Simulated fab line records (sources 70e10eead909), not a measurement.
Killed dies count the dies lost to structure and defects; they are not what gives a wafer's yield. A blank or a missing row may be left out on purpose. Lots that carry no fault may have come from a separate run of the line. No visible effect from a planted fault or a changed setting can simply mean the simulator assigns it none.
fab line records + flow nand-harc
[record]
- lots = 5
- wafers = 15
- last-day = 23
route steps=1159 shown P_M0@264 END@1159
lots with no fault: from the same line, run without faults
start-h: hours from the record's opening day to when the first of the lot's shown wafers began + wait-h: hours from the lot's prior step to this one + " repeats the value in the row above + L1.1+2: a row that stands for several wafers + - value missing, or start not given + * or withheld: withheld + < > ~ a bound
route shown NAME@n: a module of which the file shows steps, and the number in the route of the first + usual: mean/standard deviation of fault-free wafers + same: alike in all rows + chamber/n: place in a boat + sites: readings site by site + _std_site: standard deviation across them + _edge_site: outer sites' mean less inner sites' + radius-mm: how far each site lies from the wafer's centre + mask NAME#n: copy n + behind: the last tool/chamber to shape the wafer + hold: why the lot was held/for how many hours/how that ended + device: names the non-switching transistor (n, p or np) + end of line: the route-end tests of the same wafers + for a step that has no rows: nothing shown but its recipe + killed: dies lost to structure and defects at the first sort, not the wafer's yield + map: a wafer's dies, x killed, . not, _ none there
set.NAME: the run value of the setting; set.NAME@STEP: its run value at that earlier step + model.NAME: the simulator's own value behind a step, which no gauge read
lots at selected steps of the route; one table per step, one row per wafer
services: a tool's chamber out of use, with start hour (start-h, from the record's first day; less than 0 if before it), hours out, and reason
[[steps]]
[step NHARC_P_M0_OVL_MEAS_10]
[recipe]
- pitch-nm = 180
[usual]
- overlay-x-nm = -0.2/1
- overlay-y-nm = 0.0/0.89
| lot.wafer | tool       | chamber | start-h | wait-h | overlay-x-nm | overlay-y-nm |
|-----------|------------|---------|---------|--------|--------------|--------------|
| L697.2    | overlay-02 | -       | 109.09  | -      | -0.4         | -0.5         |
| L697.5    | "          | -       | "       | "      | 0.1          | -0.8         |
| L697.6    | "          | -       | "       | "      | -0.3         | -0.7         |
| L702.4    | overlay-01 | -       | 148.05  | -      | 1.4          | 0.4          |
| L702.5    | "          | -       | "       | "      | 2.0          | 0.4          |
| L702.6    | "          | -       | "       | "      | 1.5          | 0.1          |
| L710.1    | overlay-01 | -       | 189.67  | -      | 0.2          | 0.3          |
| L710.3    | "          | -       | "       | "      | -0.6         | 0.1          |
| L710.6    | "          | -       | "       | "      | 0.3          | -0.2         |
| L717.2    | overlay-02 | -       | 225.73  | -      | 1.4          | 0.1          |
| L717.3    | "          | -       | "       | "      | 1.1          | -0.2         |
| L717.5    | "          | -       | "       | "      | 1.0          | -0.5         |
| L719.3    | overlay-02 | -       | 242.67  | -      | -0.3         | -0.5         |
| L719.5    | "          | -       | "       | "      | -0.8         | -0.4         |
| L719.6    | "          | -       | "       | "      | -0.6         | 0.0          |
[step NHARC_P_M0_INSPECT_11]
[usual]
- raw-defect-count = 4.1/2.2
| lot.wafer | tool              | chamber | start-h | wait-h | raw-defect-count |
|-----------|-------------------|---------|---------|--------|------------------|
| L697.2    | defect-inspect-01 | -       | 109.12  | 0.0    | 4                |
| L697.5    | "                 | -       | "       | "      | 7                |
| L697.6    | "                 | -       | "       | "      | 4                |
| L702.4    | defect-inspect-01 | -       | 148.09  | 0.0    | 0                |
| L702.5    | "                 | -       | "       | "      | 5                |
| L702.6    | "                 | -       | "       | "      | 3                |
| L710.1    | defect-inspect-01 | -       | 189.71  | 0.0    | 4                |
| L710.3    | "                 | -       | "       | "      | 5                |
| L710.6    | "                 | -       | "       | "      | 4                |
| L717.2    | defect-inspect-01 | -       | 225.77  | 0.0    | 1                |
| L717.3    | "                 | -       | "       | "      | 3                |
| L717.5    | "                 | -       | "       | "      | 4                |
| L719.3    | defect-inspect-02 | -       | 242.70  | 0.0    | 2                |
| L719.5    | "                 | -       | "       | "      | 3                |
| L719.6    | "                 | -       | "       | "      | 5                |
[step NHARC_P_M0_DESCUM_14]
[recipe]
- time-s = 3
- o2-flow-sccm = 200
- ar-flow-sccm = 0
- bias-power-w = 0
- chemistry = O2
[step NHARC_P_M0_ETCH_34]
[recipe]
- target-depth-a = 400
- overetch-a = 120
- time-s = 43.94
- ion-energy-ev = 200
- n2-flow-sccm = 150
- h2-flow-sccm = 150
- ar-flow-sccm = 0
- rf-w = 400
- bias-w = 150
- chemistry = N2/H2
[usual]
- drypump-motor-current-A = 5.7/0.31
- mfc-ar-sccm = 0.011/0.014
- n2-flow-sccm = 150.0/0.44
- oes-product-au = 1.003/0.0083
- rf-vpp-V = 431/3.1
- showerhead-plenum-p-Torr = 2.05/0.11
- throttle-valve-pct = 14.171/0.009
| lot.wafer | tool        | chamber | start-h | wait-h | drypump-motor-current-A | mfc-ar-sccm | n2-flow-sccm | oes-product-au | rf-hours-counter-h | rf-vpp-V | showerhead-plenum-p-Torr | throttle-valve-pct |
|-----------|-------------|---------|---------|--------|-------------------------|-------------|--------------|----------------|--------------------|----------|--------------------------|--------------------|
| L697.2    | rie-diel-03 | 1       | 109.28  | 0.1    | 6.0                     | 0           | 149.8        | 1.002          | 5                  | 433      | 2.15                     | 14.174             |
| L697.5    | "           | 3       | "       | "      | 6.0                     | 0           | 149.5        | 1.008          | -                  | 427      | 1.91                     | 14.165             |
| L697.6    | "           | 0       | "       | "      | 5.7                     | 0.044       | 148.9        | 1.013          | -                  | 434      | 2.17                     | 14.171             |
| L702.4    | rie-diel-05 | 0       | 148.25  | 0.1    | 6.0                     | 0           | 150.8        | 1.016          | 10                 | 433      | 2.08                     | 14.170             |
| L702.6    | "           | 2       | "       | "      | 5.5                     | 0.016       | 150.9        | 0.998          | -                  | 437      | 2.20                     | 14.188             |
| L702.5    | "           | 3       | "       | "      | 5.3                     | 0.018       | 149.4        | 1.000          | -                  | 427      | 1.91                     | 14.149             |
| L710.1    | rie-diel-10 | 0       | 189.86  | 0.1    | 5.4                     | 0           | 150.7        | 0.998          | 1                  | 429      | 1.95                     | 14.180             |
| L710.3    | "           | 1       | "       | "      | 5.2                     | 0.021       | 150.1        | 0.989          | 0                  | 433      | 2.07                     | 14.173             |
| L710.6    | "           | 0       | "       | "      | 5.4                     | 0           | 149.5        | 0.996          | -                  | 429      | 1.95                     | 14.181             |
| L717.3    | rie-diel-03 | 0       | 225.92  | 0.1    | 5.8                     | 0.044       | 149.6        | 1.007          | 0                  | 435      | 2.17                     | 14.153             |
| L717.2    | "           | 2       | "       | "      | 5.5                     | 0           | 150.1        | 1.004          | 0                  | 428      | 1.96                     | 14.181             |
| L717.5    | "           | 3       | "       | "      | 6.0                     | 0           | 150.2        | 1.002          | -                  | 428      | 1.90                     | 14.174             |
| L719.3    | rie-diel-05 | 2       | 242.85  | 0.1    | 5.5                     | 0.016       | 149.2        | 1.012          | 4                  | 436      | 2.20                     | 14.167             |
| L719.6    | "           | 1       | "       | "      | 5.7                     | 0.019       | 150.3        | 1.013          | -                  | 432      | 2.08                     | 14.164             |
| L719.5    | "           | 2       | "       | "      | 5.5                     | 0.016       | 149.7        | 1.009          | -                  | 436      | 2.20                     | 14.171             |
[step NHARC_P_M0_ETCH_15]
[recipe]
- target-depth-a = 1500
- overetch-a = 150
- time-s = 82.5
- c4f8-flow-sccm = withheld
- ar-flow-sccm = 400
- rf-w = 600
- bias-w = 300
- chemistry = C4F8/Ar
[usual]
- oes-product-au = 0.957/0.021
- rf-vpp-V = 441/3.2
| lot.wafer | tool        | chamber | start-h | wait-h | oes-product-au | rf-hours-counter-h | rf-vpp-V |
|-----------|-------------|---------|---------|--------|----------------|--------------------|----------|
| L697.2    | rie-diel-03 | 0       | -       | -      | 0.972          | 4                  | 444      |
| L697.5    | "           | 0       | "       | "      | 0.969          | -                  | 445      |
| L697.6    | "           | 1       | "       | "      | 0.977          | -                  | 443      |
| L702.4    | rie-diel-05 | 1       | -       | -      | 0.979          | 13                 | 443      |
| L702.6    | "           | 3       | "       | "      | 0.959          | -                  | 437      |
| L702.5    | "           | 0       | "       | "      | 0.967          | -                  | 443      |
| L710.3    | rie-diel-10 | 1       | -       | -      | 0.955          | 0                  | 442      |
| L710.1    | "           | 3       | "       | "      | 0.975          | 1                  | 439      |
| L710.6    | "           | 1       | "       | "      | 0.959          | -                  | 442      |
| L717.2    | rie-diel-03 | 3       | -       | -      | 0.969          | 0                  | 437      |
| L717.3    | "           | 2       | "       | "      | 0.968          | 0                  | 438      |
| L717.5    | "           | 0       | "       | "      | 0.991          | -                  | 445      |
| L719.3    | rie-diel-05 | 1       | -       | -      | 0.978          | 4                  | 442      |
| L719.5    | "           | 0       | "       | "      | 0.965          | -                  | 442      |
| L719.6    | "           | 1       | "       | "      | 0.970          | -                  | 442      |
[step NHARC_P_M0_CD_MEAS_16]
[usual]
- cd-nm = 90.1/0.78
| lot.wafer | tool      | chamber | start-h | wait-h | cd-nm |
|-----------|-----------|---------|---------|--------|-------|
| L697.2    | cd-sem-03 | -       | 109.49  | -      | 90.2  |
| L697.5    | "         | -       | "       | "      | 91.2  |
| L697.6    | "         | -       | "       | "      | 90.8  |
| L702.4    | cd-sem-03 | -       | 148.46  | -      | 89.5  |
| L702.5    | "         | -       | "       | "      | 89.6  |
| L702.6    | "         | -       | "       | "      | 89.8  |
| L710.1    | cd-sem-01 | -       | 190.07  | -      | 90.1  |
| L710.3    | "         | -       | "       | "      | 90.2  |
| L710.6    | "         | -       | "       | "      | 89.8  |
| L717.2    | cd-sem-01 | -       | 226.13  | -      | 90.3  |
| L717.3    | "         | -       | "       | "      | 90.1  |
| L717.5    | "         | -       | "       | "      | 89.5  |
| L719.3    | cd-sem-03 | -       | 243.07  | -      | 88.2  |
| L719.5    | "         | -       | "       | "      | 88.7  |
| L719.6    | "         | -       | "       | "      | 87.6  |
[step NHARC_P_M0_STRIP_18]
[recipe]
- power-w = 1000
- n2-flow-sccm = 150
- h2-flow-sccm = 150
- ar-flow-sccm = 0
- bias-w = 0
- chemistry = N2/H2
[step NHARC_P_M0_STRIP_19]
[recipe]
- time-s = 600
- temp-c = 30
- chemistry = post-etch-residue-remover
[step NHARC_P_M0_DEGAS_28]
[recipe]
- temp-c = 250
- time-s = 60
[usual]
- heater-power-w = 342/23
| lot.wafer | tool           | chamber | start-h | wait-h | heater-power-w |
|-----------|----------------|---------|---------|--------|----------------|
| L697.2    | pvd-sputter-02 | -       | 110.12  | -      | 377            |
| L697.6    | "              | -       | "       | "      | 336            |
| L697.5    | "              | -       | "       | "      | 352            |
| L702.4    | pvd-sputter-02 | -       | 149.08  | -      | 332            |
| L702.5    | "              | -       | "       | "      | 337            |
| L702.6    | "              | -       | "       | "      | 353            |
| L710.1    | pvd-sputter-03 | -       | 190.73  | -      | 319            |
| L710.3    | "              | -       | "       | "      | 314            |
| L710.6    | "              | -       | "       | "      | 333            |
| L717.2    | pvd-sputter-01 | -       | 226.74  | -      | 303            |
| L717.3    | "              | -       | "       | "      | 355            |
| L717.5    | "              | -       | "       | "      | 307            |
| L719.3    | pvd-sputter-02 | -       | 243.74  | -      | 325            |
| L719.5    | "              | -       | "       | "      | 355            |
| L719.6    | "              | -       | "       | "      | 326            |
[step NHARC_P_M0_PRE_CLEAN_29]
[recipe]
- time-s = 30
- temp-c = 280
- gas = H2/He
[step NHARC_P_M0_PVD_20]
[recipe]
- target-thk-a = 50
- bias-v = 168.6
- power-w = 15000
- chamber-pressure-pa = 0.12
- time-s = 8.06
- substrate-temp-c = 50
- material = TaN
[step NHARC_P_M0_PVD_21]
[recipe]
- target-thk-a = 300
- chamber-pressure-pa = 5
- power-w = 5000
- substrate-temp-c = 30
- time-s = 20.49
- material = Cu
[usual]
- throttle-valve-pct = 30.2/0.45
| lot.wafer | tool           | chamber | start-h | wait-h | throttle-valve-pct |
|-----------|----------------|---------|---------|--------|--------------------|
| L697.2    | pvd-sputter-02 | -       | -       | -      | 30.0               |
| L697.5    | "              | -       | "       | "      | 30.0               |
| L697.6    | "              | -       | "       | "      | 29.9               |
| L702.4    | pvd-sputter-02 | -       | -       | -      | 29.9               |
| L702.6    | "              | -       | "       | "      | 30.5               |
| L702.5    | "              | -       | "       | "      | 30.0               |
| L710.1    | pvd-sputter-03 | -       | -       | -      | 30.3               |
| L710.3    | "              | -       | "       | "      | 30.0               |
| L710.6    | "              | -       | "       | "      | 29.8               |
| L717.3    | pvd-sputter-01 | -       | -       | -      | 31.0               |
| L717.2    | "              | -       | "       | "      | 30.6               |
| L717.5    | "              | -       | "       | "      | 31.3               |
| L719.3    | pvd-sputter-02 | -       | -       | -      | 30.5               |
| L719.5    | "              | -       | "       | "      | 29.5               |
| L719.6    | "              | -       | "       | "      | 30.4               |
[step NHARC_P_M0_ECD_22]
[recipe]
- target-thk-a = 4000
- bath-temp-c = 25
- material = Cu
[usual]
- bath-heat-duty-pct = 6.5/0.92
| lot.wafer | tool      | chamber | start-h | wait-h | bath-heat-duty-pct |
|-----------|-----------|---------|---------|--------|--------------------|
| L697.2    | ecd-cu-02 | 0       | 110.46  | -      | 5.6                |
| L697.6    | "         | 0       | "       | "      | 6.2                |
| L697.5    | "         | 1       | "       | "      | 7.2                |
| L702.4    | ecd-cu-02 | 1       | 149.59  | -      | 6.6                |
| L702.6    | "         | 0       | "       | "      | 6.2                |
| L702.5    | "         | 1       | "       | "      | 7.0                |
| L710.1    | ecd-cu-02 | 1       | 191.09  | -      | 6.5                |
| L710.3    | "         | 0       | "       | "      | 4.7                |
| L710.6    | "         | 1       | "       | "      | 6.6                |
| L717.2    | ecd-cu-01 | 0       | 227.10  | -      | 8.9                |
| L717.3    | "         | 0       | "       | "      | 7.9                |
| L717.5    | "         | 1       | "       | "      | 5.9                |
| L719.3    | ecd-cu-01 | 1       | 244.25  | -      | 5.9                |
| L719.6    | "         | 0       | "       | "      | 8.2                |
| L719.5    | "         | 1       | "       | "      | 5.6                |
[step NHARC_P_M0_ANNEAL_30]
[recipe]
- temp-c = 225
- time-s = 90
[usual]
- wafer_temp_C_max = 225.87/0.28
| lot.wafer | tool          | chamber | start-h | wait-h | wafer_temp_C_max |
|-----------|---------------|---------|---------|--------|------------------|
| L697.2    | rtp-anneal-01 | 0       | 110.94  | -      | 226.09           |
| L697.5    | "             | 0       | "       | "      | 226.29           |
| L697.6    | "             | 0       | "       | "      | 226.09           |
| L702.4    | rtp-anneal-02 | 0       | 149.97  | 0.3    | 225.68           |
| L702.5    | "             | 0       | "       | "      | 225.16           |
| L702.6    | "             | 0       | "       | "      | 225.70           |
| L710.1    | rtp-anneal-02 | 0       | 191.50  | 0.4    | 225.71           |
| L710.3    | "             | 0       | "       | "      | 225.64           |
| L710.6    | "             | 0       | "       | "      | 225.65           |
| L717.2    | rtp-anneal-02 | 0       | 227.53  | -      | 225.82           |
| L717.3    | "             | 0       | "       | "      | 225.54           |
| L717.5    | "             | 0       | "       | "      | 225.55           |
| L719.3    | rtp-anneal-02 | 0       | 244.58  | -      | 226.14           |
| L719.5    | "             | 0       | "       | "      | 226.11           |
| L719.6    | "             | 0       | "       | "      | 225.78           |
[step NHARC_P_M0_CMP_23]
[recipe]
- t-overpolish-s = 20
- target-thk-nm = 117.53
[usual]
- motor-current-A = 11.9/1.3
- time-to-endpoint-s = 28.9/2.5
| lot.wafer | tool   | chamber | start-h | wait-h | motor-current-A | time-to-endpoint-s |
|-----------|--------|---------|---------|--------|-----------------|--------------------|
| L697.2    | cmp-02 | 1       | 111.58  | -      | 13.2            | 30.4               |
| L697.5    | "      | 2       | "       | "      | 11.8            | 31.6               |
| L697.6    | "      | 3       | "       | "      | 17.3            | 35.5               |
| L702.4    | cmp-03 | 2       | 150.19  | -      | 11.3            | 29.3               |
| L702.6    | "      | 1       | "       | "      | 12.1            | 34.2               |
| L702.5    | "      | 2       | "       | "      | 11.1            | 31.0               |
| L710.3    | cmp-02 | 2       | 191.84  | -      | 11.7            | 18.9               |
| L710.1    | "      | 3       | "       | "      | 15.7            | 30.1               |
| L710.6    | "      | 3       | "       | "      | 17.1            | 31.6               |
| L717.3    | cmp-01 | 1       | 227.83  | -      | 10.8            | 29.9               |
| L717.2    | "      | 0       | "       | "      | 10.8            | 32.2               |
| L717.5    | "      | 1       | "       | "      | 11.5            | 30.0               |
| L719.3    | cmp-02 | 0       | 244.92  | -      | 10.9            | 28.4               |
| L719.5    | "      | 1       | "       | "      | 13.2            | 26.7               |
| L719.6    | "      | 2       | "       | "      | 12.2            | 29.5               |
[step NHARC_P_M0_THK_MEAS_24]
[recipe]
- thk-meas-gauge = xrf
[usual]
- thk-nm = 117.6/1.3
| lot.wafer | tool          | chamber | start-h | wait-h | thk-nm |
|-----------|---------------|---------|---------|--------|--------|
| L697.2    | film-metro-02 | -       | 111.81  | -      | 115.1  |
| L697.5    | "             | -       | "       | "      | 118.8  |
| L697.6    | "             | -       | "       | "      | 119.5  |
| L702.4    | film-metro-01 | -       | 150.48  | -      | 117.0  |
| L702.5    | "             | -       | "       | "      | 117.9  |
| L702.6    | "             | -       | "       | "      | 117.9  |
| L710.1    | film-metro-02 | -       | 192.16  | -      | 119.2  |
| L710.3    | "             | -       | "       | "      | 117.7  |
| L710.6    | "             | -       | "       | "      | 121.3  |
| L717.2    | film-metro-01 | -       | 228.14  | -      | 118.3  |
| L717.3    | "             | -       | "       | "      | 117.3  |
| L717.5    | "             | -       | "       | "      | 116.5  |
| L719.3    | film-metro-02 | -       | 245.15  | -      | 118.2  |
| L719.5    | "             | -       | "       | "      | 115.7  |
| L719.6    | "             | -       | "       | "      | 116.2  |
[step NHARC_END_SORT_01]
[recipe]
- temp-c = 25
[usual]
- defect-limited-yield = 95.6/1.4
- killed-at-array = 25/9.2
- killed-at-other = 0.8/1.2
- killed-at-periphery = 3.9/2.6
- killed-dies = 30/9.7
- killed-open = 3.4/1.9
- killed-short = 2.0/1.4
- sort_bin_2_pct = 1.4/0.62
- sort_bin_3_pct = 0.24/0.2
- sort_bin_4_pct = 2.8/0.92
- sort-n-pass = 647/9.7
- sort-rim-yield-pct = 94/3.3
- sort-yield-pct = 95.6/1.4
[same]
- gross-dies = 677
- sort_bin_5_pct[%] = 0
- sort_bin_6_pct[%] = 0
- sort_bin_7_pct[%] = 0
- sort_bin_8_pct[%] = 0
- sort-rim-n-gross = 106.00
| lot.wafer | tool      | chamber | start-h | wait-h | defect-limited-yield[%] | killed-at-array | killed-at-other | killed-at-periphery | killed-dies | killed-open | killed-short | sort_bin_2_pct[%] | sort_bin_3_pct[%] | sort_bin_4_pct[%] | sort-n-pass | sort-rim-yield-pct[%] | sort-yield-pct[%] |
|-----------|-----------|---------|---------|--------|-------------------------|-----------------|-----------------|---------------------|-------------|-------------|--------------|-------------------|-------------------|-------------------|-------------|-----------------------|-------------------|
| L697.2    | prober-01 | 0       | 460.05  | 2.8    | 96.3                    | 18              | 0               | 7                   | 25          | 3           | 5            | 0.9               | 0                 | 2.8               | 652         | 97                    | 96.3              |
| L697.5    | prober-01 | 0       | 462.44  | 3.7    | 96.0                    | 19              | 1               | 7                   | 27          | 4           | 0            | 1.2               | 0.15              | 2.7               | 650         | 93                    | 96.0              |
| L697.6    | prober-01 | 0       | 463.24  | 4.0    | 96.0                    | 23              | 0               | 4                   | 27          | 2           | 1            | 1.2               | 0.30              | 2.5               | 650         | 95                    | 96.0              |
| L702.4    | prober-01 | 0       | 469.40  | 3.4    | 96.8                    | 21              | 0               | 1                   | 22          | 1           | 0            | 1.2               | 0.30              | 1.8               | 655         | 94                    | 96.8              |
| L702.5    | prober-01 | 0       | 470.20  | 3.7    | 96.3                    | 20              | 0               | 5                   | 25          | 4           | 3            | 1.6               | 0                 | 2.1               | 652         | 94                    | 96.3              |
| L702.6    | prober-01 | 0       | 470.99  | 4.0    | 96.8                    | 17              | 0               | 5                   | 22          | 2           | 2            | 1.5               | 0.15              | 1.6               | 655         | 95                    | 96.8              |
| L710.1    | prober-02 | 0       | 507.47  | 2.5    | 96.6                    | 19              | 0               | 4                   | 23          | 0           | 2            | 1.0               | 0.15              | 2.2               | 654         | 93                    | 96.6              |
| L710.3    | prober-02 | 0       | 509.08  | 3.1    | 93.9                    | 35              | 0               | 6                   | 41          | 3           | 2            | 1.9               | 0.44              | 3.7               | 636         | 96                    | 93.9              |
| L710.6    | prober-02 | 0       | 511.49  | 4.0    | 93.1                    | 37              | 3               | 7                   | 47          | 1           | 4            | 2.4               | 0.74              | 3.8               | 630         | 97                    | 93.1              |
| L717.2    | prober-02 | 0       | 552.51  | 2.8    | 92.6                    | 47              | 0               | 3                   | 50          | 4           | 2            | 2.1               | 0.59              | 4.7               | 627         | 94                    | 92.6              |
| L717.3    | prober-02 | 0       | 553.30  | 3.1    | 94.5                    | 31              | 1               | 5                   | 37          | 1           | 0            | 1.8               | 0                 | 3.7               | 640         | 95                    | 94.5              |
| L717.5    | prober-02 | 0       | 554.89  | 3.7    | 93.2                    | 39              | 3               | 4                   | 46          | 6           | 2            | 3.0               | 0.44              | 3.4               | 631         | 88                    | 93.2              |
| L719.3    | prober-01 | 0       | 561.19  | 3.1    | 93.9                    | 41              | 0               | 0                   | 41          | 2           | 4            | 1.3               | 0.59              | 4.1               | 636         | 89                    | 93.9              |
| L719.5    | prober-01 | 0       | 562.76  | 3.6    | 95.4                    | 28              | 1               | 2                   | 31          | 7           | 1            | 1.2               | 0.30              | 3.1               | 646         | 91                    | 95.4              |
| L719.6    | prober-01 | 0       | 563.54  | 3.9    | 95.1                    | 29              | 1               | 3                   | 33          | 4           | 1            | 1.6               | 0.15              | 3.1               | 644         | 94                    | 95.1              |
// killed by level:class
L697.2 A_SLIT:chamber-film-flake=8 A_WL_FILL:geometric-particle:short=3 P_STI:chamber-film-flake=3 A_STAIRCASE:chamber-film-flake=2 P_CONTACT:geometric-particle:open=1 P_CONTACT:geometric-particle:short=1 P_M0:geometric-particle:open=1 A_SGD_CUT:geometric-particle:short=1
L697.5 A_SLIT:chamber-film-flake=7 P_STI:chamber-film-flake=4 A_BONDPAD:chamber-film-flake=4 A_CONTACT:chamber-film-flake=3 P_M0:geometric-particle:open=2 A_CHANNEL_HOLE_D1:chamber-film-flake=2 A_WL_FILL:geometric-particle:open=1 A_CONTACT:geometric-particle:open=1
L697.6 A_SLIT:chamber-film-flake=8 A_BONDPAD:chamber-film-flake=5 A_STAIRCASE:chamber-film-flake=4 A_CHANNEL_HOLE_D1:chamber-film-flake=3 P_ZERO_WELL:chamber-film-flake=2 P_GATE:geometric-particle:open=1 A_ONON_D1:geometric-particle:short=1 A_WL_FILL:geometric-particle:open=1
L702.4 A_SLIT:chamber-film-flake=7 A_STAIRCASE:chamber-film-flake=7 A_CONTACT:chamber-film-flake=4 P_M1:geometric-particle:open=1 A_CHANNEL_HOLE_D1:chamber-film-flake=1 A_SGD_CUT:chamber-film-flake=1 A_M1:chamber-film-flake=1
L702.5 A_SLIT:chamber-film-flake=8 P_STI:chamber-film-flake=3 A_CHANNEL_HOLE_D1:chamber-film-flake=3 P_M0:geometric-particle:open=2 A_CONTACT:geometric-particle:open=2 A_CONTACT:chamber-film-flake=2 A_ONON_D1:geometric-particle:short=1 A_CHANNEL_HOLE_D1:geometric-particle:short=1
L702.6 A_SLIT:chamber-film-flake=8 A_STAIRCASE:chamber-film-flake=4 A_CHANNEL_HOLE_D1:chamber-film-flake=3 P_STI:geometric-particle:short=1 P_CONTACT:geometric-particle:open=1 P_M0:geometric-particle:open=1 A_ONON_D1:geometric-particle:short=1 P_STI:chamber-film-flake=1
L710.1 A_CHANNEL_HOLE_D1:chamber-film-flake=12 A_WL_FILL:chamber-film-flake=2 A_ONON_D1:geometric-particle:short=2 P_M0:chamber-film-flake=2 P_ZERO_WELL:chamber-film-flake=1 P_GATE:chamber-film-flake=1 A_ZERO_WELL:chamber-film-flake=1 A_SGD_CUT:chamber-film-flake=1
L710.3 A_CHANNEL_HOLE_D1:chamber-film-flake=22 A_CONTACT:chamber-film-flake=5 P_GATE:chamber-film-flake=3 A_WL_FILL:chamber-film-flake=3 P_M0:chamber-film-flake=2 P_BONDPAD:geometric-particle:open=1 A_ONON_D1:geometric-particle:short=1 A_WL_FILL:geometric-particle:short=1
L710.6 A_CHANNEL_HOLE_D1:chamber-film-flake=19 A_CONTACT:chamber-film-flake=8 P_M0:chamber-film-flake=4 P_GATE:chamber-film-flake=3 A_M0:geometric-particle:short=2 A_ZERO_WELL:chamber-film-flake=2 A_SGD_CUT:chamber-film-flake=2 THIN_TSV:chamber-film-flake=2
L717.2 A_CHANNEL_HOLE_D1:chamber-film-flake=19 A_SLIT:chamber-film-flake=16 A_CONTACT:chamber-film-flake=5 P_CONTACT:geometric-particle:short=1 P_CONTACT:geometric-particle:open=1 A_SOURCE_PLATE:geometric-particle:open=1 A_WL_FILL:geometric-particle:short=1 A_WL_FILL:geometric-particle:open=1
L717.3 A_CHANNEL_HOLE_D1:chamber-film-flake=17 A_SLIT:chamber-film-flake=10 P_M0:chamber-film-flake=5 A_CONTACT:chamber-film-flake=2 A_BLC:geometric-particle:open=1 A_CHANNEL_FILL_D1:chamber-film-flake=1 THIN_TSV:chamber-film-flake=1
L717.5 A_SLIT:chamber-film-flake=16 A_CHANNEL_HOLE_D1:chamber-film-flake=12 A_CONTACT:chamber-film-flake=4 A_CHANNEL_FILL_D1:geometric-particle:open=2 P_M0:chamber-film-flake=2 THIN_TSV:chamber-film-flake=2 P_M0:geometric-particle:open=1 A_CONTACT:geometric-particle:open=1
L719.3 A_SLIT:chamber-film-flake=15 A_CONTACT:chamber-film-flake=12 A_CHANNEL_HOLE_D1:chamber-film-flake=6 A_WL_FILL:chamber-film-flake=2 A_ONON_D1:geometric-particle:short=1 A_CHANNEL_HOLE_D1:geometric-particle:short=1 A_CHANNEL_HOLE_D1:geometric-particle:open=1 A_CHANNEL_FILL_D1:geometric-particle:short=1
L719.5 A_SLIT:chamber-film-flake=10 A_CONTACT:chamber-film-flake=6 A_CHANNEL_HOLE_D1:chamber-film-flake=5 A_M0:geometric-particle:open=3 A_CHANNEL_FILL_D1:geometric-particle:open=2 P_M0:geometric-particle:open=1 A_CONTACT:geometric-particle:open=1 P_BONDPAD:chamber-film-flake=1
L719.6 A_CONTACT:chamber-film-flake=10 A_SLIT:chamber-film-flake=8 A_CHANNEL_HOLE_D1:chamber-film-flake=6 P_GATE:geometric-particle:open=1 P_M0:geometric-particle:open=1 A_CHANNEL_HOLE_D1:geometric-particle:short=1 A_CHANNEL_FILL_D1:geometric-particle:open=1 A_CONTACT:geometric-particle:open=1
[[services]]
| tool           | chamber | start-h | hours | kind   |
|----------------|---------|---------|-------|--------|
| ecd-cu-01      | -       | 96.19   | 8.0   | pm     |
| ecd-cu-02      | -       | 101.00  | 0.3   | repair |
| pvd-sputter-03 | -       | 102.05  | 10.0  | pm     |
| cmp-01         | -       | 103.10  | 2.1   | repair |
| rie-diel-10    | 1       | 113.22  | 1.4   | repair |
| rie-diel-10    | 3       | 119.27  | 11.2  | repair |
| cmp-02         | -       | 128.50  | 4.0   | pm     |
| rie-diel-05    | 3       | 130.34  | 8.5   | repair |
| rie-diel-03    | 3       | 135.09  | 13.8  | repair |
| rie-diel-03    | 1       | 157.87  | 9.1   | repair |
| pvd-sputter-01 | -       | 158.00  | 10.0  | pm     |
| rie-diel-05    | -       | 163.60  | 9.0   | pm     |
| ecd-cu-01      | -       | 164.63  | 4.5   | repair |
| cmp-02         | -       | 174.05  | 0.3   | repair |
| rie-diel-10    | -       | 176.50  | 9.0   | pm     |
| ecd-cu-02      | -       | 180.00  | 8.0   | pm     |
| cmp-02         | -       | 197.48  | 1.5   | repair |
| rie-diel-05    | 3       | 211.44  | 2.6   | repair |
| cmp-02         | -       | 211.97  | 0.4   | repair |
| pvd-sputter-02 | -       | 214.04  | 10.0  | pm     |
| rie-diel-03    | -       | 215.30  | 9.0   | pm     |
| cmp-02         | -       | 226.50  | 4.0   | pm     |
| ecd-cu-02      | -       | 230.95  | 2.2   | repair |
| rie-diel-03    | 1       | 242.74  | 9.6   | repair |
[[key]]
[first-sign]
- step = NHARC_P_M0_CMP_23
- reading = time-to-endpoint-s
- direction = down
- sigmas = 3.9
- usual = *
- struck = *
effect none on later readings
met-at NHARC_P_M0_ECD_22
struck-wafers L710.3
onset-between 149.59 191.09
[fault]
- kind = process-parameter-drift
- tool = ecd-cu-02
- chamber = -
- onset-h = 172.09
- steps = NHARC_P_M0_ECD_22
- channel = target-thk-a
- offset = *
- shape = step
- end-h = 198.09
- scope = struck-wafers-only
- acts-in = *
- stated = *
